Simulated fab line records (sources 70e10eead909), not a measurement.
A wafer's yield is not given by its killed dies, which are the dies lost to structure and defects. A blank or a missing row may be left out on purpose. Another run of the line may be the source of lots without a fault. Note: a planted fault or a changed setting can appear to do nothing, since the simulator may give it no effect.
Chamber matching    flow nand-harc    NHARC_A_STAIRCASE_TRIM_12 on rie-diel-11: 4 sister chambers
The step chemistry O2, time 211.2 s. 16 wafers are shown with their chamber, then 8 later ones without.

WAFERS PAIRED WITH THEIR CHAMBERS
wafer   chamber  showerhead-plenum-p-Torr (Torr)  drypump-motor-current-A (A)  oes-product-au (a.u.)
L080.3  0        3.74                             5.3                          0.999
L080.4  1        3.59                             6.4                          1.005
L080.6  1        3.59                             6.4                          1.012
L082.1  1        3.59                             6.4                          1.003
L082.3  3        3.62                             6.3                          1.012
L082.6  1        3.59                             6.4                          1.004
L082.2  0        3.74                             5.3                          1.000
L082.4  2        3.38                             5.6                          1.006
L082.5  2        3.38                             5.5                          1.011
L083.2  3        3.62                             6.3                          0.996
L083.3  0        3.74                             5.3                          1.002
L083.4  1        3.59                             6.3                          1.022
L085.2  0        3.74                             5.3                          1.002
L085.3  1        3.59                             6.4                          1.018
L085.5  1        3.59                             6.4                          1.016
L086.4  0        3.73                             5.3                          0.998

SIGNATURES (means of the wafers above)
reading                   chamber 0  chamber 1  chamber 2  chamber 3  scatter within a chamber
showerhead-plenum-p-Torr  3.7380     3.5900     3.3800     3.6200     0.00258
drypump-motor-current-A   5.300      6.386      5.550      6.300      0.0336
oes-product-au            1.00020    1.01143    1.00850    1.00400    0.00644
Rule: a wafer lies at a distance from a chamber equal to the root of the sum of squares, over the readings, of (its reading less the chamber's mean, divided by the reading's scatter). If the next closest chamber is less than 2 further off than the closest, the wafer can't be placed; otherwise it belongs to the closest. The scatter: take each reading less its chamber's mean, square it, sum over the shown wafers, divide by the number of wafers less the number of chambers, and take the root.

WAFERS WITHOUT THEIR CHAMBER
wafer   showerhead-plenum-p-Torr (Torr)  drypump-motor-current-A (A)  oes-product-au (a.u.)
L086.5  3.73                             5.3                          0.998
L086.6  3.59                             6.4                          1.011
L087.3  3.58                             6.4                          1.005
L087.4  3.37                             5.6                          1.002
L087.6  3.37                             5.6                          1.003
L095.1  3.36                             5.6                          0.995
L095.4  3.71                             5.3                          1.011
L095.5  3.71                             5.3                          1.010

WHICH CHAMBER EACH WENT THROUGH
wafer   from the rows above  in truth
L086.5  0                    0
L086.6  1                    1
L087.3  1                    1
L087.4  2                    2
L087.6  2                    2
L095.1  2                    2
L095.4  0                    0
L095.5  0                    0
8 of 8 placed correctly. From these rows, 0 cannot be placed. 0 placed wrongly.
